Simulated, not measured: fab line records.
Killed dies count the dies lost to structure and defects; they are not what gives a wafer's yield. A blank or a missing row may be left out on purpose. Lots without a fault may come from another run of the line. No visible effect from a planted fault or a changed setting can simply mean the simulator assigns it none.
fab line records ; flow nand-harc
record: lots: 13; wafers: 39; last-day: 34
route steps=1302 shown A_CONTACT@1049 THIN_TSV@1275 END@1302
lots that met no fault: taken from a fault-free run of the same line
start-h: the number of hours between the record's first day and the start of the first shown wafer of the lot ; wait-h: hours since the lot's step before ; " repeats the value in the row above ; L1.1+2: several wafers, shown together as one row ; - no value present, or no start provided ; * or withheld: withheld ; < > ~ a bound
route shown NAME@n: NAME is a module with steps in the file, n the number in the route of the first one ; usual: mean/standard deviation of fault-free wafers ; same: alike in all rows ; chamber/n: place in a boat ; sites: per-site readings ; _std_site: standard deviation of those values ; _edge_site: inner sites' mean taken away from outer sites' mean ; radius-mm: for every site, how far away it sits from the centre of the wafer ; mask NAME#n: copy n ; behind: tool/chamber where the wafer was last shaped ; hold: why the lot was held/for how many hours/how that ended ; device: which transistor (n, p or np) failed to switch ; end of line: at the end of the route, the tests of the same wafers ; for a step that has no rows: nothing shown but its recipe ; killed: the dies lost at the first sort to structure and to defects; this is not the yield of the wafer ; map: per-die view of a wafer (x killed, . not killed, _ where there is no die)
set.NAME: the setting as run; set.NAME@STEP: as run at that earlier step ; model.NAME: the simulator's own value behind a step, which no gauge read
the route's steps for a sample of lots (tables are steps, rows are wafers)
services: from which hour (start-h, from the record's first day; less than 0 if before it) a tool's chamber was out of use, for how many hours, and why
== steps ==
step: NHARC_A_CONTACT_ETCH_126
recipe: source-w: withheld; pressure-mtorr: 20; bias-v: 3000; time-s: 197; target-depth-a: 19180; ar-flow-sccm: withheld; c4f8-flow-sccm: withheld; o2-flow-sccm: withheld; chemistry: C4F8/O2/Ar
usual: chamber-pressure-mTorr: 20.001/0.017
lot.wafer;tool;chamber;start-h;wait-h;chamber-pressure-mTorr;rf-hours-counter-h
L427.4;har-cap-etch-03;1;512.72;0.1;19.987;-
L427.3;har-cap-etch-03;0;512.72;0.1;19.979;-
L427.6;har-cap-etch-03;0;512.72;0.1;19.998;-
L429.2;har-cap-etch-02;1;528.63;0.1;19.999;89
L429.3;har-cap-etch-02;1;528.63;0.1;19.975;-
L429.5;har-cap-etch-02;0;528.63;0.1;19.971;-
L430.1;har-cap-etch-03;1;529.84;0.1;19.997;45
L430.4;har-cap-etch-03;1;529.84;0.1;20.016;-
L430.5;har-cap-etch-03;1;529.84;0.1;19.993;-
L428.4;har-cap-etch-03;0;534.90;0.1;20.028;-
L428.3;har-cap-etch-03;1;534.90;0.1;20.033;-
L428.6;har-cap-etch-03;1;534.90;0.1;19.998;-
L431.2;har-cap-etch-02;0;543.94;0.1;19.994;95
L431.6;har-cap-etch-02;1;543.94;0.1;20.004;-
L431.5;har-cap-etch-02;0;543.94;0.1;19.984;-
L434.1;har-cap-etch-01;1;572.84;0.1;19.992;12
L434.4;har-cap-etch-01;1;572.84;0.1;20.034;-
L434.6;har-cap-etch-01;0;572.84;0.1;19.999;-
L441.4;har-cap-etch-02;1;661.21;0.1;19.971;-
L441.6;har-cap-etch-02;1;661.21;0.1;19.999;-
L441.5;har-cap-etch-02;0;661.21;0.1;19.989;-
L442.1;har-cap-etch-01;1;667.69;0.1;19.989;26
L442.4;har-cap-etch-01;0;667.69;0.1;20.044;-
L442.5;har-cap-etch-01;0;667.69;0.1;19.979;-
L443.1;har-cap-etch-01;0;683.76;0.1;19.994;29
L443.4;har-cap-etch-01;1;683.76;0.1;19.992;-
L443.5;har-cap-etch-01;0;683.76;0.1;20.020;-
L446.4;har-cap-etch-03;0;715.76;0.1;20.000;-
L446.5;har-cap-etch-03;0;715.76;0.1;19.988;-
L446.6;har-cap-etch-03;1;715.76;0.1;20.004;-
L447.2;har-cap-etch-03;0;725.31;0.1;20.009;77
L447.3;har-cap-etch-03;0;725.31;0.1;20.019;-
L447.6;har-cap-etch-03;0;725.31;0.1;20.030;-
L449.3;har-cap-etch-03;0;735.88;0.1;20.009;-
L449.4;har-cap-etch-03;1;735.88;0.1;19.999;-
L449.6;har-cap-etch-03;1;735.88;0.1;20.019;-
L448.3;har-cap-etch-01;0;751.98;0.1;20.002;-
L448.4;har-cap-etch-01;1;751.98;0.1;20.007;-
L448.5;har-cap-etch-01;0;751.98;0.1;19.995;-
step: NHARC_THIN_TSV_ANNEAL_52
recipe: temp-c: 225; time-s: 90
usual: wafer_temp_C_max: 225.7/0.47
lot.wafer;tool;chamber;start-h;wait-h;wafer_temp_C_max
L427.3;rtp-anneal-02;0;558.00;0.5;225.9
L427.4;rtp-anneal-02;0;558.00;0.5;225.5
L427.6;rtp-anneal-02;0;558.00;0.5;225.7
L429.2;rtp-anneal-01;0;574.14;0.6;226.4
L429.3;rtp-anneal-01;0;574.14;0.6;226.2
L429.5;rtp-anneal-01;0;574.14;0.6;226.1
L430.1;rtp-anneal-02;0;575.30;0.5;225.3
L430.4;rtp-anneal-02;0;575.30;0.5;225.4
L430.5;rtp-anneal-02;0;575.30;0.5;225.5
L428.3;rtp-anneal-01;0;580.23;0.4;226.3
L428.4;rtp-anneal-01;0;580.23;0.4;226.5
L428.6;rtp-anneal-01;0;580.23;0.4;226.5
L431.2;rtp-anneal-02;0;593.25;0.7;225.7
L431.5;rtp-anneal-02;0;593.25;0.7;225.6
L431.6;rtp-anneal-02;0;593.25;0.7;225.5
L434.1;rtp-anneal-01;0;618.96;0.6;226.1
L434.4;rtp-anneal-01;0;618.96;0.6;226.0
L434.6;rtp-anneal-01;0;618.96;0.6;226.0
L441.4;rtp-anneal-02;0;708.98;0.6;225.8
L441.5;rtp-anneal-02;0;708.98;0.6;226.3
L441.6;rtp-anneal-02;0;708.98;0.6;225.9
L442.1;rtp-anneal-02;0;719.67;0.5;225.8
L442.4;rtp-anneal-02;0;719.67;0.5;225.5
L442.5;rtp-anneal-02;0;719.67;0.5;225.3
L443.1;rtp-anneal-02;0;729.95;0.6;225.7
L443.4;rtp-anneal-02;0;729.95;0.6;225.6
L443.5;rtp-anneal-02;0;729.95;0.6;225.5
L446.4;rtp-anneal-01;0;766.18;0.6;226.4
L446.5;rtp-anneal-01;0;766.18;0.6;226.3
L446.6;rtp-anneal-01;0;766.18;0.6;226.9
L447.2;rtp-anneal-01;0;771.56;0.7;226.3
L447.3;rtp-anneal-01;0;771.56;0.7;226.1
L447.6;rtp-anneal-01;0;771.56;0.7;226.4
L449.3;rtp-anneal-02;0;784.06;0.5;225.6
L449.4;rtp-anneal-02;0;784.06;0.5;225.7
L449.6;rtp-anneal-02;0;784.06;0.5;225.8
L448.3;rtp-anneal-02;0;802.74;0.4;225.6
L448.4;rtp-anneal-02;0;802.74;0.4;225.1
L448.5;rtp-anneal-02;0;802.74;0.4;225.1
step: NHARC_THIN_TSV_DEGAS_53
recipe: temp-c: 300; time-s: 60
usual: heater-power-w: 464/65; susceptor-temp-C: 300.00/0.18
lot.wafer;tool;chamber;start-h;wait-h;heater-power-w;susceptor-temp-C
L427.3;pvd-sputter-02;-;558.70;0.1;376;299.49
L427.4;pvd-sputter-02;-;558.70;0.1;441;300.22
L427.6;pvd-sputter-02;-;558.70;0.1;498;300.26
L429.2;pvd-sputter-02;-;574.90;0.1;390;300.01
L429.3;pvd-sputter-02;-;574.90;0.1;537;300.11
L429.5;pvd-sputter-02;-;574.90;0.1;436;300.38
L430.1;pvd-sputter-01;-;576.11;0.1;460;299.89
L430.4;pvd-sputter-01;-;576.11;0.1;520;299.62
L430.5;pvd-sputter-01;-;576.11;0.1;445;299.93
L428.4;pvd-sputter-03;-;580.95;0.1;490;300.19
L428.3;pvd-sputter-03;-;580.95;0.1;518;300.02
L428.6;pvd-sputter-03;-;580.95;0.1;459;300.34
L431.2;pvd-sputter-01;-;594.03;0.1;395;299.74
L431.5;pvd-sputter-01;-;594.03;0.1;424;300.19
L431.6;pvd-sputter-01;-;594.03;0.1;437;299.97
L434.1;pvd-sputter-01;-;619.76;0.1;418;-
L434.4;pvd-sputter-01;-;619.76;0.1;400;-
L434.6;pvd-sputter-01;-;619.76;0.1;440;-
L441.4;pvd-sputter-02;-;709.63;0.1;355;299.96
L441.5;pvd-sputter-02;-;709.63;0.1;365;300.33
L441.6;pvd-sputter-02;-;709.63;0.1;509;300.00
L442.1;pvd-sputter-03;-;720.49;0.1;493;-
L442.4;pvd-sputter-03;-;720.49;0.1;547;-
L442.5;pvd-sputter-03;-;720.49;0.1;504;-
L443.1;pvd-sputter-02;-;730.76;0.1;355;300.03
L443.4;pvd-sputter-02;-;730.76;0.1;520;299.79
L443.5;pvd-sputter-02;-;730.76;0.1;419;299.80
L446.4;pvd-sputter-03;-;766.84;0.1;482;299.92
L446.6;pvd-sputter-03;-;766.84;0.1;505;300.07
L446.5;pvd-sputter-03;-;766.84;0.1;506;299.98
L447.3;pvd-sputter-01;-;772.31;0.1;399;300.12
L447.2;pvd-sputter-01;-;772.31;0.1;388;299.91
L447.6;pvd-sputter-01;-;772.31;0.1;412;299.86
L449.3;pvd-sputter-02;-;784.76;0.1;422;-
L449.4;pvd-sputter-02;-;784.76;0.1;509;-
L449.6;pvd-sputter-02;-;784.76;0.1;419;-
L448.3;pvd-sputter-02;-;803.44;0.1;356;300.09
L448.4;pvd-sputter-02;-;803.44;0.1;562;300.09
L448.5;pvd-sputter-02;-;803.44;0.1;365;300.11
step: NHARC_THIN_TSV_CD_MEAS_33
recipe: target-cd-nm: 5000; landing-energy-ev: 500
usual: cd-nm: 5000.7/1.6
lot.wafer;tool;chamber;start-h;wait-h;cd-nm
L427.3;cd-sem-01;0;559.72;-;5001.4
L427.4;cd-sem-01;0;559.72;-;5000.7
L427.6;cd-sem-01;0;559.72;-;5000.4
L429.2;cd-sem-03;0;576.05;-;5002.7
L429.3;cd-sem-03;0;576.05;-;4999.6
L429.5;cd-sem-03;0;576.05;-;5000.3
L430.1;cd-sem-01;0;577.12;-;5000.7
L430.4;cd-sem-01;0;577.12;-;5003.7
L430.5;cd-sem-01;0;577.12;-;5002.1
L428.3;cd-sem-03;0;582.07;-;5001.6
L428.4;cd-sem-03;0;582.07;-;5001.9
L428.6;cd-sem-03;0;582.07;-;5002.4
L431.2;cd-sem-01;0;595.13;-;5001.6
L431.5;cd-sem-01;0;595.13;-;5001.5
L431.6;cd-sem-01;0;595.13;-;5001.0
L434.1;cd-sem-02;0;620.89;-;5001.6
L434.4;cd-sem-02;0;620.89;-;5002.0
L434.6;cd-sem-02;0;620.89;-;4998.0
L441.4;cd-sem-01;0;710.65;-;5000.9
L441.5;cd-sem-01;0;710.65;-;5001.8
L441.6;cd-sem-01;0;710.65;-;4997.9
L442.1;cd-sem-01;0;721.63;-;5001.8
L442.4;cd-sem-01;0;721.63;-;5001.6
L442.5;cd-sem-01;0;721.63;-;4999.3
L443.1;cd-sem-02;0;731.89;-;5001.1
L443.4;cd-sem-02;0;731.89;-;5000.3
L443.5;cd-sem-02;0;731.89;-;5001.5
L446.4;cd-sem-03;0;767.99;-;4997.8
L446.5;cd-sem-03;0;767.99;-;5000.9
L446.6;cd-sem-03;0;767.99;-;4998.8
L447.2;cd-sem-03;0;773.46;-;5001.9
L447.3;cd-sem-03;0;773.46;-;4999.4
L447.6;cd-sem-03;0;773.46;-;5001.0
L449.3;cd-sem-01;0;785.92;-;5002.9
L449.4;cd-sem-01;0;785.92;-;5000.3
L449.6;cd-sem-01;0;785.92;-;5001.1
L448.3;cd-sem-03;0;804.45;-;4999.5
L448.4;cd-sem-03;0;804.45;-;5002.5
L448.5;cd-sem-03;0;804.45;-;5000.6
step: NHARC_END_SORT_01
recipe: temp-c: 25
usual: killed-at-array: 51/18; killed-at-other: 1.0/1.2; killed-at-periphery: 3.7/2.9; killed-dies: 55/19; killed-open: 3.5/1.9; killed-short: 2.6/1.6
same: gross-dies: 677
lot.wafer;tool;chamber;start-h;wait-h;killed-at-array;killed-at-other;killed-at-periphery;killed-dies;killed-open;killed-short
L441.4;prober-02;0;722.08;3.3;73;2;8;83;3;3
L441.5;prober-02;0;722.86;3.6;73;1;8;82;1;2
L441.6;prober-02;0;723.64;3.9;49;0;10;59;5;3
L442.1;prober-01;0;730.61;2.5;116;2;7;125;4;6
L442.4;prober-01;0;733.00;3.4;154;1;5;160;5;2
L442.5;prober-01;0;733.80;3.7;136;1;5;142;2;3
L443.1;prober-01;0;739.84;2.5;132;0;1;133;1;1
L443.4;prober-01;0;742.20;3.4;131;0;3;134;3;2
L443.5;prober-01;0;742.99;3.7;133;0;2;135;0;0
killed by level:class
L441.4 A_CHANNEL_HOLE_D1:chamber-film-flake=28 A_CHANNEL_HOLE_D2:chamber-film-flake=21 A_CONTACT:chamber-film-flake=9 A_WL_FILL:chamber-film-flake=5 P_BONDPAD:chamber-film-flake=4 A_SLIT:chamber-film-flake=4 P_ZERO_WELL:chamber-film-flake=3 THIN_TSV:chamber-film-flake=2
L441.5 A_CHANNEL_HOLE_D1:chamber-film-flake=28 A_CHANNEL_HOLE_D2:chamber-film-flake=22 A_CONTACT:chamber-film-flake=10 A_SLIT:chamber-film-flake=4 A_STAIRCASE:chamber-film-flake=4 P_CONTACT:chamber-film-flake=3 P_ZERO_WELL:chamber-film-flake=2 P_BONDPAD:chamber-film-flake=2
L441.6 A_CHANNEL_HOLE_D1:chamber-film-flake=20 A_CHANNEL_HOLE_D2:chamber-film-flake=8 A_SLIT:chamber-film-flake=5 A_CONTACT:chamber-film-flake=5 P_BONDPAD:chamber-film-flake=4 P_CONTACT:chamber-film-flake=3 A_STAIRCASE:chamber-film-flake=3 A_CHANNEL_FILL_D2:geometric-particle:open=2
L442.1 A_CONTACT:unspecified=75 A_CHANNEL_HOLE_D1:chamber-film-flake=13 A_SLIT:chamber-film-flake=10 A_CHANNEL_HOLE_D2:chamber-film-flake=9 P_STI:chamber-film-flake=3 P_M1:geometric-particle:open=2 A_CHANNEL_FILL_D2:geometric-particle:short=2 A_WL_FILL:geometric-particle:short=2
L442.4 A_CONTACT:unspecified=87 A_SLIT:chamber-film-flake=26 A_CHANNEL_HOLE_D2:chamber-film-flake=18 A_CHANNEL_HOLE_D1:chamber-film-flake=8 A_CONTACT:chamber-film-flake=5 A_WL_FILL:chamber-film-flake=4 A_CHANNEL_FILL_D1:geometric-particle:open=2 A_CHANNEL_FILL_D2:geometric-particle:open=2
L442.5 A_CONTACT:unspecified=80 A_SLIT:chamber-film-flake=36 A_CHANNEL_HOLE_D2:chamber-film-flake=12 A_CHANNEL_HOLE_D1:chamber-film-flake=3 A_ONON_D1:geometric-particle:short=2 P_GATE:chamber-film-flake=2 A_WL_FILL:chamber-film-flake=2 P_M1:geometric-particle:open=1
L443.1 A_CONTACT:unspecified=81 A_SLIT:chamber-film-flake=24 A_CHANNEL_HOLE_D2:chamber-film-flake=15 A_CHANNEL_HOLE_D1:chamber-film-flake=5 A_CHANNEL_FILL_D2:chamber-film-flake=2 A_CONTACT:chamber-film-flake=2 A_DECK1_JOINT:geometric-particle:short=1 A_CHANNEL_FILL_D2:geometric-particle:open=1
L443.4 A_CONTACT:unspecified=83 A_SLIT:chamber-film-flake=28 A_CHANNEL_HOLE_D2:chamber-film-flake=9 A_CHANNEL_HOLE_D1:chamber-film-flake=3 A_CONTACT:chamber-film-flake=2 P_CONTACT:geometric-particle:open=1 A_ONON_D1:geometric-particle:short=1 A_CHANNEL_FILL_D1:geometric-particle:open=1
L443.5 A_CONTACT:unspecified=87 A_CHANNEL_HOLE_D2:chamber-film-flake=20 A_SLIT:chamber-film-flake=17 A_CHANNEL_HOLE_D1:chamber-film-flake=4 P_STI:chamber-film-flake=2 A_DECK1_JOINT:chamber-film-flake=2 A_CONTACT:chamber-film-flake=2 A_STAIRCASE:chamber-film-flake=1
== services ==
tool;chamber;start-h;hours;kind
har-cap-etch-01;-;497.00;17.0;pm
har-cap-etch-01;0;497.00;17.0;vent-cycle
har-cap-etch-01;1;497.00;17.0;vent-cycle
pvd-sputter-03;-;506.13;2.9;repair
har-cap-etch-01;0;514.00;-;clean
har-cap-etch-01;1;514.00;-;clean
pvd-sputter-03;-;516.18;1.3;repair
pvd-sputter-03;-;526.00;10.0;pm
pvd-sputter-03;-;566.01;5.3;repair
pvd-sputter-02;-;571.92;2.0;repair
pvd-sputter-01;-;582.00;10.0;pm
pvd-sputter-02;-;638.01;10.0;pm
pvd-sputter-02;-;670.42;2.4;repair
pvd-sputter-03;-;704.00;10.0;pm
har-cap-etch-02;-;704.55;3.0;repair
rtp-anneal-02;-;744.00;12.0;pm
pvd-sputter-02;-;746.91;1.1;repair
har-cap-etch-02;-;754.00;17.0;pm
har-cap-etch-02;0;754.00;17.0;vent-cycle
har-cap-etch-02;1;754.00;17.0;vent-cycle
pvd-sputter-01;-;756.44;2.7;repair
har-cap-etch-02;0;771.00;-;clean
pvd-sputter-01;-;795.22;2.5;repair
pvd-sputter-02;-;798.10;1.7;repair
== key ==
first-sign: step: NHARC_END_SORT_01; reading: killed-at-array; direction: up; sigmas: 4.6; usual: 51; struck: 134
effect: step: NHARC_END_SORT_01; reading: killed-dies; direction: up; sigmas: 4.4; usual: 55; struck: 138
more-kills-born-at: NHARC_A_CONTACT_ETCH_126@har-cap-etch-01: 492
met-at NHARC_A_CONTACT_ETCH_126
struck-lots L442,L443
tester-left-out L442,L443
not-acting-at NHARC_THIN_TSV_ANNEAL_52,NHARC_THIN_TSV_DEGAS_53,NHARC_THIN_TSV_CD_MEAS_33
onset-between 572.84 667.69
fault: kind: chamber-particle-source; tool: har-cap-etch-01; chamber: -; onset-h: 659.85; steps: NHARC_A_CONTACT_ETCH_126; rate-per-visit-cm2: 0.73803; end-h: 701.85
tester-left-out: of these lots the tester's yield and bins aren't shown, on N5 and GAA mostly nor the transistor test; their killed dies are dies lost to structure and defects alone, not to doping, threshold or leakage, so they don't give the yield
